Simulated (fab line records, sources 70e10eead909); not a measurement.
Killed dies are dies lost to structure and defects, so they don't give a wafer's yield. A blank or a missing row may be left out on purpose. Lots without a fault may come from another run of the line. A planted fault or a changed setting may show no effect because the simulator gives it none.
fab line records | flow nand_harc
record lots=24 wafers=72 last_day=33
route steps=1302 shown P_GATE@185 P_CONTACT@232
lots that met no fault: from a run of the same line without faults
start_h: hours from the record's first day to the start of the lot's first wafer shown | wait_h: hours since the lot's step before | " the same as in the row above | L1.1+2: a row that stands for several wafers | - no value, or no start given | * or withheld: withheld | < > ~ a bound
route shown NAME@n: a module of which the file shows steps, and the number in the route of the first | usual: mean/standard deviation of fault-free wafers | same: alike in all rows | chamber/n: place in a boat | sites: the reading at each site | _std_site: their standard deviation | _edge_site: outer sites' mean less inner sites' | radius_mm: how far each site lies from the wafer's centre | mask NAME#n: copy n | behind: the tool/chamber that last shaped the wafer | hold: why the lot was held/for how many hours/how that ended | device: the transistor (n, p or np) that didn't switch | end of line: the same wafers' tests at the end of the route | a step without rows: its recipe alone | killed: dies lost to structure and defects at the first sort, not the wafer's yield | map: a wafer's dies, x killed, . not, _ none there
set.NAME: the setting as run; set.NAME@STEP: as run at that earlier step | model.NAME: the simulator's own value behind a step, which no gauge read
steps of the route over a sample of lots; a table a step, a row a wafer
services: from which hour (start_h, from the record's first day; less than 0 if before it) a tool's chamber was out of use, for how many hours, and why
## steps
# step NHARC_P_GATE_CD_MEAS_59
# recipe target_cd_nm=720 landing_energy_ev=500
# usual cd_nm=719.6/2.5
# columns lot.wafer tool chamber start_h wait_h cd_nm
L074.1 cd_sem-01 0 113.93 - 714.8
L074.4 " 0 " " 713.5
L074.6 " 0 " " 718.7
L075.1 cd_sem-02 0 118.21 - 719.9
L075.2 " 0 " " 717.9
L075.5 " 0 " " 721.5
L076.2 cd_sem-03 0 128.04 - 720.8
L076.5 " 0 " " 717.0
L076.6 " 0 " " 718.5
L077.2 cd_sem-02 0 141.30 - 718.9
L077.3 " 0 " " 717.8
L077.6 " 0 " " 720.8
L078.1 cd_sem-03 0 153.02 - 721.3
L078.3 " 0 " " 718.7
L078.6 " 0 " " 718.9
L079.1 cd_sem-03 0 156.73 - 716.1
L079.2 " 0 " " 716.1
L079.6 " 0 " " 715.5
L080.2 cd_sem-01 0 169.12 - 720.3
L080.3 " 0 " " 721.4
L080.4 " 0 " " 720.7
L081.2 cd_sem-01 0 185.02 - 723.2
L081.3 " 0 " " 719.8
L081.4 " 0 " " 720.7
L082.3 cd_sem-02 0 192.24 - 720.3
L082.5 " 0 " " 717.2
L082.6 " 0 " " 717.8
L083.1 cd_sem-01 0 201.37 - 716.7
L083.2 " 0 " " 714.7
L083.4 " 0 " " 717.5
L084.1 cd_sem-01 0 214.27 - 722.1
L084.3 " 0 " " 720.2
L084.5 " 0 " " 722.5
L085.1 cd_sem-01 0 219.02 - 723.6
L085.2 " 0 " " 724.4
L085.3 " 0 " " 720.5
L086.1 cd_sem-01 0 228.15 - 721.1
L086.2 " 0 " " 721.2
L086.6 " 0 " " 717.1
L088.3 cd_sem-02 0 257.97 - 717.9
L088.4 " 0 " " 714.0
L088.6 " 0 " " 715.3
L087.1 cd_sem-02 0 260.32 - 721.4
L087.2 " 0 " " 716.0
L087.6 " 0 " " 719.0
L089.2 cd_sem-02 0 261.23 - 715.3
L089.3 " 0 " " 719.7
L089.4 " 0 " " 721.1
L090.2 cd_sem-02 0 269.90 - 719.6
L090.5 " 0 " " 722.1
L090.6 " 0 " " 717.8
L091.2 cd_sem-01 0 281.78 - 720.9
L091.4 " 0 " " 720.0
L091.5 " 0 " " 718.5
L092.4 cd_sem-03 0 290.26 - 721.4
L092.5 " 0 " " 722.1
L092.6 " 0 " " 723.1
L094.2 cd_sem-03 0 311.77 - 722.0
L094.4 " 0 " " 720.7
L094.5 " 0 " " 723.2
L093.2 cd_sem-01 0 312.25 - 721.3
L093.4 " 0 " " 723.6
L093.6 " 0 " " 718.2
L095.1 cd_sem-02 0 316.96 - 718.3
L095.2 " 0 " " 721.3
L095.5 " 0 " " 721.1
L097.1 cd_sem-03 0 336.48 - 723.6
L097.2 " 0 " " 717.3
L097.3 " 0 " " 721.8
L096.3 cd_sem-01 0 337.05 - 721.6
L096.5 " 0 " " 720.0
L096.6 " 0 " " 719.3
# step NHARC_P_GATE_DEGAS_109
# recipe temp_c=300 time_s=60
# usual heater_power_w=474/64 susceptor_temp_C=299.99/0.18
# columns lot.wafer tool chamber start_h wait_h heater_power_w susceptor_temp_C
L074.4 pvd_sputter-01 - 117.75 0.1 480 300.35
L074.1 " - " " 538 299.99
L074.6 " - " " 416 300.03
L075.1 pvd_sputter-03 - 122.03 0.1 343 299.92
L075.2 " - " " 458 300.12
L075.5 " - " " 504 300.14
L076.2 pvd_sputter-03 - 131.88 0.1 351 299.88
L076.5 " - " " 336 299.65
L076.6 " - " " 498 299.85
L077.3 pvd_sputter-02 - 145.30 0.1 424 299.70
L077.2 " - " " 431 300.08
L077.6 " - " " 418 300.13
L078.3 pvd_sputter-02 - 156.73 0.1 430 300.31
L078.1 " - " " 415 299.83
L078.6 " - " " 620 299.89
L079.2 pvd_sputter-03 - 160.87 0.1 497 300.25
L079.1 " - " " 443 299.95
L079.6 " - " " 495 299.75
L080.3 pvd_sputter-02 - 172.98 0.1 454 299.93
L080.4 " - " " 623 300.02
L080.2 " - " " 446 299.89
L081.3 pvd_sputter-03 - 188.85 0.1 488 -
L081.2 " - " " 363 -
L081.4 " - " " 510 -
L082.3 pvd_sputter-02 - 196.01 0.1 629 299.84
L082.6 " - " " 413 300.34
L082.5 " - " " 458 300.18
L083.4 pvd_sputter-03 - 205.18 0.1 524 299.69
L083.2 " - " " 489 299.55
L083.1 " - " " 353 300.13
L084.1 pvd_sputter-02 - 218.74 0.1 449 299.84
L084.3 " - " " 626 299.58
L084.5 " - " " 612 299.82
L085.2 pvd_sputter-03 - 222.89 0.1 500 300.08
L085.1 " - " " 516 299.75
L085.3 " - " " 368 299.82
L086.2 pvd_sputter-02 - 231.97 0.1 458 300.00
L086.1 " - " " 610 299.94
L086.6 " - " " 607 300.19
L088.3 pvd_sputter-03 - 261.68 0.1 508 -
L088.4 " - " " 522 -
L088.6 " - " " 539 -
L087.2 pvd_sputter-03 - 264.43 0.1 362 300.15
L087.1 " - " " 513 300.09
L087.6 " - " " 510 300.17
L089.3 pvd_sputter-01 - 264.92 0.1 443 300.09
L089.4 " - " " 547 299.94
L089.2 " - " " 481 300.08
L090.2 pvd_sputter-01 - 273.60 0.1 431 299.90
L090.5 " - " " 428 300.01
L090.6 " - " " 524 300.26
L091.2 pvd_sputter-03 - 285.87 0.2 523 -
L091.4 " - " " 371 -
L091.5 " - " " 492 -
L092.4 pvd_sputter-03 - 293.95 0.1 520 -
L092.6 " - " " 523 -
L092.5 " - " " 500 -
L094.2 pvd_sputter-01 - 315.61 0.1 454 300.20
L094.4 " - " " 531 300.04
L094.5 " - " " 436 300.18
L093.2 pvd_sputter-01 - 315.98 0.1 432 300.07
L093.4 " - " " 476 300.25
L093.6 " - " " 435 300.16
L095.1 pvd_sputter-01 - 320.78 0.1 442 299.93
L095.2 " - " " 479 300.37
L095.5 " - " " 431 299.90
L097.1 pvd_sputter-03 - 340.24 0.1 520 300.03
L097.3 " - " " 499 300.18
L097.2 " - " " 369 299.97
L096.3 pvd_sputter-03 - 340.87 0.1 510 299.88
L096.6 " - " " 527 299.92
L096.5 " - " " 507 299.85
# step NHARC_P_GATE_RTA_82
# recipe temp_c=450 time_s=30
# usual lamp_power_pct=4.25/0.19 lamp_zone_7_pct=4.47/0.21 wafer_temp_C_max=451.5/0.32
# columns lot.wafer tool chamber start_h wait_h lamp_power_pct lamp_zone_7_pct wafer_temp_C_max
L074.1 rtp_anneal-01 0 118.50 - 4.06 4.26 451.3
L074.4 " 0 " " 4.05 4.26 451.2
L074.6 " 0 " " 4.05 4.26 451.5
L075.1 rtp_anneal-01 0 122.79 - 4.05 4.26 452.1
L075.2 " 0 " " 4.05 4.27 451.7
L075.5 " 0 " " 4.05 4.27 451.9
L076.2 rtp_anneal-02 0 132.66 - 4.44 4.68 451.1
L076.5 " 0 " " 4.44 4.68 451.5
L076.6 " 0 " " 4.44 4.67 451.7
L077.2 rtp_anneal-01 0 146.09 - 4.05 4.27 451.4
L077.3 " 0 " " 4.05 4.26 451.8
L077.6 " 0 " " 4.06 4.27 451.2
L078.1 rtp_anneal-02 0 157.49 - 4.44 4.67 451.3
L078.3 " 0 " " 4.44 4.68 451.2
L078.6 " 0 " " 4.44 4.67 451.7
L079.1 rtp_anneal-02 0 161.63 - 4.44 4.68 451.4
L079.2 " 0 " " 4.44 4.68 451.3
L079.6 " 0 " " 4.44 4.67 451.0
L080.2 rtp_anneal-02 0 173.92 - 4.44 4.68 451.8
L080.3 " 0 " " 4.44 4.68 451.7
L080.4 " 0 " " 4.44 4.67 451.6
L081.2 rtp_anneal-01 0 189.64 - 4.05 4.26 450.8
L081.3 " 0 " " 4.05 4.27 451.5
L081.4 " 0 " " 4.05 4.26 451.3
L082.3 rtp_anneal-02 0 196.81 - 4.44 4.67 451.4
L082.5 " 0 " " 4.44 4.68 451.7
L082.6 " 0 " " 4.45 4.67 452.1
L083.1 rtp_anneal-01 0 205.94 - 4.05 4.27 451.5
L083.2 " 0 " " 4.05 4.26 451.1
L083.4 " 0 " " 4.05 4.27 451.3
L084.1 rtp_anneal-02 0 219.52 - 4.44 4.67 451.3
L084.3 " 0 " " 4.44 4.67 451.6
L084.5 " 0 " " 4.44 4.68 451.3
L085.1 rtp_anneal-01 0 223.64 - 4.05 4.27 451.4
L085.2 " 0 " " 4.05 4.26 451.5
L085.3 " 0 " " 4.05 4.26 451.5
L086.1 rtp_anneal-01 0 232.74 - 4.05 4.26 451.4
L086.2 " 0 " " 4.05 4.27 452.3
L086.6 " 0 " " 4.05 4.26 451.3
L088.3 rtp_anneal-01 0 262.53 - 4.05 4.27 451.7
L088.4 " 0 " " 4.05 4.26 451.7
L088.6 " 0 " " 4.04 4.26 451.6
L087.1 rtp_anneal-02 0 265.21 - 4.43 4.67 452.7
L087.2 " 0 " " 4.45 4.68 451.6
L087.6 " 0 " " 4.44 4.68 451.8
L089.2 rtp_anneal-02 0 265.71 - 4.44 4.67 450.8
L089.3 " 0 " " 4.44 4.68 451.5
L089.4 " 0 " " 4.44 4.67 451.2
L090.2 rtp_anneal-02 0 274.37 - 4.43 4.68 451.5
L090.5 " 0 " " 4.45 4.67 451.3
L090.6 " 0 " " 4.44 4.67 451.6
L091.2 rtp_anneal-02 0 286.65 - 4.44 4.67 451.2
L091.4 " 0 " " 4.44 4.67 451.0
L091.5 " 0 " " 4.44 4.67 451.0
L092.4 rtp_anneal-02 0 294.84 - 4.44 4.67 451.8
L092.5 " 0 " " 4.44 4.68 451.6
L092.6 " 0 " " 4.44 4.68 451.6
L094.2 rtp_anneal-01 0 316.42 - 4.05 4.26 451.1
L094.4 " 0 " " 4.05 4.26 451.1
L094.5 " 0 " " 4.05 4.26 451.0
L093.2 rtp_anneal-01 0 316.93 - 4.06 4.26 451.3
L093.4 " 0 " " 4.05 4.27 451.6
L093.6 " 0 " " 4.05 4.27 451.8
L095.1 rtp_anneal-02 0 321.53 - 4.44 4.68 451.6
L095.2 " 0 " " 4.45 4.67 451.2
L095.5 " 0 " " 4.44 4.68 451.1
L097.1 rtp_anneal-01 0 341.01 - 4.05 4.27 451.6
L097.2 " 0 " " 4.05 4.27 451.4
L097.3 " 0 " " 4.06 4.27 451.6
L096.3 rtp_anneal-01 0 341.68 - 4.05 4.27 451.5
L096.5 " 0 " " 4.05 4.26 451.4
L096.6 " 0 " " 4.06 4.26 451.8
# step NHARC_P_CONTACT_CD_MEAS_12
# recipe target_cd_nm=90 landing_energy_ev=500
# usual cd_nm=90.2/0.76
# columns lot.wafer tool chamber start_h wait_h cd_nm
L074.1 cd_sem-03 0 120.32 - 91.2
L074.4 " 0 " " 90.7
L074.6 " 0 " " 89.9
L075.1 cd_sem-03 0 124.61 - 90.3
L075.2 " 0 " " 90.8
L075.5 " 0 " " 89.7
L076.2 cd_sem-01 0 134.32 - 90.1
L076.5 " 0 " " 89.2
L076.6 " 0 " " 90.4
L077.2 cd_sem-03 0 147.88 - 92.3
L077.3 " 0 " " 92.3
L077.6 " 0 " " 91.2
L078.1 cd_sem-01 0 159.29 - 90.1
L078.3 " 0 " " 90.6
L078.6 " 0 " " 90.9
L079.1 cd_sem-03 0 163.43 - 89.7
L079.2 " 0 " " 88.1
L079.6 " 0 " " 89.4
L080.2 cd_sem-01 0 175.71 - 89.4
L080.3 " 0 " " 89.5
L080.4 " 0 " " 90.7
L081.2 cd_sem-01 0 191.29 - 90.1
L081.3 " 0 " " 90.3
L081.4 " 0 " " 89.2
L082.3 cd_sem-03 0 198.57 - 90.8
L082.5 " 0 " " 89.9
L082.6 " 0 " " 90.0
L083.1 cd_sem-01 0 207.61 - 89.4
L083.2 " 0 " " 89.6
L083.4 " 0 " " 89.6
L084.1 cd_sem-03 0 221.33 - 89.2
L084.3 " 0 " " 90.0
L084.5 " 0 " " 90.7
L085.1 cd_sem-02 0 225.45 - 91.1
L085.2 " 0 " " 90.1
L085.3 " 0 " " 90.5
L086.1 cd_sem-02 0 234.55 - 90.5
L086.2 " 0 " " 91.4
L086.6 " 0 " " 91.7
L088.3 cd_sem-02 0 264.29 - 90.7
L088.4 " 0 " " 91.4
L088.6 " 0 " " 89.9
L087.1 cd_sem-02 0 267.03 - 90.7
L087.2 " 0 " " 90.1
L087.6 " 0 " " 90.9
L089.2 cd_sem-02 0 267.48 - 89.1
L089.3 " 0 " " 89.1
L089.4 " 0 " " 89.6
L090.2 cd_sem-02 0 276.03 - 90.6
L090.5 " 0 " " 89.7
L090.6 " 0 " " 89.7
L091.2 cd_sem-02 0 288.43 - 91.4
L091.4 " 0 " " 90.1
L091.5 " 0 " " 90.9
L092.4 cd_sem-02 0 296.57 - 90.5
L092.5 " 0 " " 90.5
L092.6 " 0 " " 90.6
L094.2 cd_sem-02 0 318.20 - 90.2
L094.4 " 0 " " 90.8
L094.5 " 0 " " 90.6
L093.2 cd_sem-02 0 318.73 - 90.5
L093.4 " 0 " " 90.6
L093.6 " 0 " " 91.1
L095.1 cd_sem-03 0 323.34 - 88.7
L095.2 " 0 " " 89.0
L095.5 " 0 " " 88.4
L097.1 cd_sem-02 0 342.70 - 90.0
L097.2 " 0 " " 89.1
L097.3 " 0 " " 89.5
L096.3 cd_sem-03 0 343.44 - 90.1
L096.5 " 0 " " 89.3
L096.6 " 0 " " 89.2
# step NHARC_P_CONTACT_ETCH_36
# recipe target_depth_a=2600 over_etch_frac=0.25 time_s=406.25 ion_energy_ev=200 n2_flow_sccm=150 h2_flow_sccm=150 ar_flow_sccm=0 rf_w=400 bias_w=150 chemistry=N2/H2
# usual bias_w=150.0/0.45 drypump_motor_current_A=5.8/0.47 oes_product_au=1.002/0.011 rf_vpp_V=431/3.2 showerhead_plenum_p_Torr=2.08/0.11 throttle_valve_pct=14.171/0.0085
# columns lot.wafer tool chamber start_h wait_h bias_w drypump_motor_current_A oes_product_au rf_hours_counter_h rf_vpp_V showerhead_plenum_p_Torr throttle_valve_pct
L074.4 rie_diel-10 3 - - 149.4 6.2 1.011 1.3 434 2.20 14.182
L074.1 " 0 " " 149.5 5.7 1.008 1.5 425 1.91 14.170
L074.6 " 2 " " 149.3 5.8 1.011 - 433 2.10 14.165
L075.1 rie_diel-10 3 - - 149.8 6.3 1.010 1.6 434 2.20 14.167
L075.2 " 0 " " 150.2 5.7 0.998 1.8 427 1.91 14.176
L075.5 " 0 " " 150.0 5.7 0.994 - 427 1.91 14.165
L076.2 rie_diel-10 0 - - 149.6 5.7 1.008 2.1 426 1.91 14.176
L076.6 " 2 " " 149.4 5.8 1.008 - 432 2.10 14.149
L076.5 " 3 " " 150.1 6.2 1.000 - 434 2.20 14.167
L077.3 rie_diel-10 3 - - 149.9 6.2 1.018 2.7 435 2.20 14.163
L077.2 " 1 " " 150.2 6.4 1.018 3.1 431 2.07 14.162
L077.6 " 2 " " 150.0 5.8 1.014 - 434 2.10 14.175
L078.3 rie_diel-12 2 - - 149.4 5.4 1.012 1.2 435 2.18 14.172
L078.1 " 0 " " 149.8 4.9 1.009 1.0 435 2.20 14.179
L078.6 " 1 " " 150.0 6.1 1.006 - 436 2.15 14.183
L079.2 rie_diel-12 1 - - 150.9 6.2 1.008 1.4 434 2.15 14.177
L079.1 " 3 " " 150.7 5.7 1.008 1.4 435 2.18 14.173
L079.6 " 1 " " 150.5 6.1 1.001 - 432 2.15 14.156
L080.4 rie_diel-10 1 - - 149.2 6.5 1.010 3.9 432 2.07 14.164
L080.2 " 2 " " 149.3 5.8 1.031 3.7 432 2.10 14.170
L080.3 " 0 " " 150.3 5.7 1.013 3.2 427 1.91 14.162
L081.3 rie_diel-05 2 - - 150.0 5.7 0.998 6.3 427 1.90 14.166
L081.4 " 3 " " 150.7 5.3 1.004 6.1 427 1.93 14.163
L081.2 " 0 " " 150.2 6.4 1.010 3.9 431 2.08 14.163
L082.3 rie_diel-05 1 - - 149.3 5.1 1.001 7.0 433 2.13 14.180
L082.6 " 0 " " 150.2 6.4 1.009 - 433 2.08 14.173
L082.5 " 1 " " 149.6 5.1 1.005 - 432 2.13 14.166
L083.1 rie_diel-05 2 - - 149.7 5.7 0.995 8.0 427 1.90 14.146
L083.4 " 3 " " 149.6 5.3 1.007 7.5 427 1.93 14.174
L083.2 " 0 " " 150.1 6.3 1.006 5.2 431 2.08 14.160
L084.1 rie_diel-05 0 - - 149.8 6.4 1.002 5.8 430 2.08 14.159
L084.3 " 1 " " 150.1 5.1 1.010 8.6 433 2.13 14.162
L084.5 " 3 " " 149.7 5.3 1.002 - 427 1.93 14.168
L085.2 rie_diel-12 3 - - 150.2 5.7 1.000 2.7 435 2.18 14.173
L085.3 " 1 " " 150.4 6.2 1.007 2.9 434 2.15 14.174
L085.1 " 2 " " 149.6 5.4 1.024 2.8 435 2.18 14.180
L086.1 rie_diel-12 2 - - 148.8 5.4 1.004 3.2 435 2.18 14.155
L086.2 " 0 " " 149.3 4.9 0.999 3.1 437 2.20 14.174
L086.6 " 3 " " 150.2 5.7 0.988 - 433 2.18 14.186
L088.4 rie_diel-10 2 - - 150.8 5.8 1.017 0.3 432 2.10 14.175
L088.3 " 3 " " 150.1 6.2 0.985 0.3 435 2.20 14.177
L088.6 " 0 " " 150.1 5.7 0.980 - 427 1.91 14.164
L087.2 rie_diel-10 3 - - 150.5 6.2 0.999 0.6 436 2.20 14.176
L087.1 " 1 " " 149.8 6.5 1.011 0.7 431 2.06 14.190
L087.6 " 3 " " 149.9 6.2 0.989 - 434 2.20 14.181
L089.4 rie_diel-05 0 - - 150.5 6.4 1.018 0.8 432 2.08 14.171
L089.2 " 1 " " 149.5 5.1 1.005 0.7 432 2.13 14.176
L089.3 " 3 " " 150.6 5.3 0.994 0.6 427 1.92 14.193
L090.2 rie_diel-05 3 - - 150.7 5.3 0.980 1.6 428 1.92 14.169
L090.6 " 2 " " 149.4 5.7 0.995 - 426 1.89 14.172
L090.5 " 3 " " 150.5 5.3 0.988 - 426 1.92 14.178
L091.4 rie_diel-05 0 - - 150.2 6.3 1.012 1.8 431 2.08 14.155
L091.2 " 1 " " 149.8 5.1 0.990 2.4 432 2.13 14.183
L091.5 " 1 " " 149.7 5.1 0.994 - 433 2.13 14.180
L092.5 rie_diel-10 3 - - 150.7 6.2 0.989 - 435 2.20 14.160
L092.4 " 1 " " 149.7 6.5 1.014 - 431 2.06 14.174
L092.6 " 2 " " 150.2 5.9 1.012 - 432 2.10 14.176
L094.2 rie_diel-10 0 - - 149.7 5.7 0.975 1.7 426 1.91 14.163
L094.4 " 2 " " 150.2 5.8 0.993 2.0 431 2.09 14.169
L094.5 " 3 " " 149.9 6.2 0.982 - 434 2.20 14.175
L093.2 rie_diel-05 0 - - 150.0 6.3 1.005 3.8 431 2.08 14.185
L093.4 " 1 " " 149.9 5.1 1.002 4.0 433 2.13 14.166
L093.6 " 2 " " 150.1 5.7 1.000 - 426 1.89 14.166
L095.1 rie_diel-12 1 - - 149.6 6.1 1.006 0.7 433 2.15 14.174
L095.2 " 0 " " 149.0 4.9 0.984 0.6 433 2.20 14.165
L095.5 " 2 " " 150.8 5.4 1.014 - 433 2.17 14.161
L097.3 rie_diel-10 1 - - 149.8 6.5 1.011 3.1 431 2.06 14.164
L097.2 " 2 " " 150.0 5.8 1.011 2.9 432 2.09 14.172
L097.1 " 3 " " 150.5 6.2 0.986 3.1 434 2.20 14.162
L096.3 rie_diel-12 0 - - 149.9 4.9 0.993 1.1 434 2.20 14.176
L096.6 " 2 " " 149.9 5.4 1.006 - 435 2.17 14.174
L096.5 " 3 " " 149.8 5.7 0.986 - 434 2.18 14.167
# step NHARC_P_CONTACT_ETCH_18
# recipe target_depth_a=4810 time_s=240.5 c4f8_flow_sccm=20 o2_flow_sccm=10 ar_flow_sccm=withheld rf_w=600 bias_w=1500 chemistry=C4F8/O2/Ar
# usual bias_w=1499/4.7 oes_product_au=0.958/0.022 rf_vpp_V=980/6.8
# columns lot.wafer tool chamber start_h wait_h bias_w oes_product_au rf_hours_counter_h rf_vpp_V
L074.1 rie_diel-10 3 - - 1501 0.964 1.4 989
L074.4 " 1 " " 1500 0.979 1.8 978
L074.6 " 3 " " 1503 0.964 - 988
L075.2 rie_diel-10 2 - - 1495 0.927 1.9 982
L075.1 " 3 " " 1500 0.940 1.8 987
L075.5 " 2 " " 1503 0.935 - 982
L076.2 rie_diel-10 1 - - 1505 0.976 2.7 981
L076.5 " 0 " " 1499 0.972 - 971
L076.6 " 1 " " 1499 0.978 - 978
L077.3 rie_diel-10 1 - - 1501 0.947 3.2 979
L077.2 " 2 " " 1506 0.938 3.1 982
L077.6 " 0 " " 1496 0.939 - 971
L078.3 rie_diel-12 1 - - 1511 0.980 1.3 985
L078.1 " 2 " " 1504 0.992 1.4 986
L078.6 " 3 " " 1509 0.982 - 986
L079.1 rie_diel-12 1 - - 1505 0.977 1.6 985
L079.2 " 2 " " 1504 0.985 1.6 987
L079.6 " 2 " " 1502 0.987 - 987
L080.3 rie_diel-10 3 - - 1496 0.922 3.6 988
L080.2 " 0 " " 1495 0.928 3.3 970
L080.4 " 2 " " 1500 0.931 3.9 980
L081.3 rie_diel-05 0 - - 1501 0.946 4.0 982
L081.4 " 1 " " 1495 0.950 6.7 983
L081.2 " 2 " " 1497 0.944 6.5 969
L082.3 rie_diel-05 2 - - 1494 0.979 7.0 968
L082.5 " 1 " " 1493 0.984 - 984
L082.6 " 2 " " 1492 0.987 - 968
L083.2 rie_diel-05 0 - - 1509 0.931 5.2 982
L083.1 " 1 " " 1501 0.933 8.0 984
L083.4 " 3 " " 1496 0.931 7.7 970
L084.3 rie_diel-05 2 - - 1498 0.976 8.9 968
L084.1 " 3 " " 1499 0.975 8.5 972
L084.5 " 2 " " 1495 0.965 - 969
L085.1 rie_diel-12 1 - - 1500 0.937 3.0 985
L085.3 " 2 " " 1496 0.930 2.9 986
L085.2 " 3 " " 1496 0.909 2.9 987
L086.2 rie_diel-12 3 - - 1505 0.943 3.3 986
L086.1 " 0 " " 1509 0.978 3.2 988
L086.6 " 1 " " 1498 0.984 - 985
L088.3 rie_diel-10 0 - - 1500 0.937 0.5 969
L088.4 " 1 " " 1498 0.986 0.5 978
L088.6 " 3 " " 1492 0.954 - 989
L087.2 rie_diel-10 3 - - 1500 0.952 0.8 989
L087.1 " 2 " " 1499 0.977 0.7 982
L087.6 " 3 " " 1494 0.945 - 988
L089.2 rie_diel-05 2 - - 1497 0.956 0.8 970
L089.4 " 3 " " 1499 0.919 0.7 969
L089.3 " 0 " " 1495 0.981 1.0 980
L090.2 rie_diel-05 3 - - 1501 0.954 1.8 972
L090.5 " 0 " " 1496 0.965 - 981
L090.6 " 1 " " 1501 0.975 - 985
L091.4 rie_diel-05 3 - - 1496 0.912 2.4 970
L091.2 " 0 " " 1504 0.925 2.0 980
L091.5 " 3 " " 1496 0.909 - 970
L092.5 rie_diel-10 2 - - 1501 0.968 - 980
L092.4 " 3 " " 1499 0.949 - 987
L092.6 " 1 " " 1498 0.966 - 980
L094.4 rie_diel-10 2 - - 1506 0.946 2.1 982
L094.2 " 3 " " 1501 0.958 2.3 987
L094.5 " 0 " " 1500 0.939 - 970
L093.2 rie_diel-05 1 - - 1506 0.968 4.1 984
L093.4 " 2 " " 1507 0.981 4.0 969
L093.6 " 3 " " 1491 0.964 - 971
L095.2 rie_diel-12 2 - - 1499 0.974 1.4 986
L095.1 " 3 " " 1497 0.950 1.5 985
L095.5 " 1 " " 1496 0.979 - 984
L097.2 rie_diel-10 1 - - 1492 0.978 3.3 980
L097.1 " 3 " " 1511 0.963 3.2 989
L097.3 " 0 " " 1503 0.942 3.0 970
L096.3 rie_diel-12 0 - - 1500 0.968 1.2 987
L096.6 " 2 " " 1495 0.973 - 987
L096.5 " 3 " " 1497 0.939 - 985
## services
# columns tool chamber start_h hours kind
rie_diel-10 0 99.00 - clean
rie_diel-10 1 99.00 - clean
pvd_sputter-02 - 105.59 10.0 pm
rie_diel-05 0 133.13 20.5 repair
rtp_anneal-01 - 141.27 3.8 repair
rie_diel-10 0 167.56 2.5 repair
pvd_sputter-03 - 170.00 10.0 pm
rie_diel-05 0 171.14 7.7 repair
rie_diel-05 3 173.18 4.9 repair
rie_diel-10 - 205.25 1.1 repair
pvd_sputter-03 - 207.45 4.8 repair
rie_diel-12 2 217.55 3.5 repair
pvd_sputter-01 - 226.00 10.0 pm
rie_diel-05 - 229.60 9.0 pm
rie_diel-10 - 242.50 9.0 pm
pvd_sputter-02 - 248.26 4.3 repair
rie_diel-05 3 259.35 5.6 repair
rie_diel-12 0 261.36 35.6 repair
rie_diel-12 - 268.40 9.0 pm
rie_diel-05 0 271.05 4.5 repair
pvd_sputter-02 - 283.59 10.0 pm
rie_diel-12 1 284.24 14.7 repair
rie_diel-12 2 290.30 5.6 repair
rie_diel-10 0 296.09 9.0 repair
## key
fault none
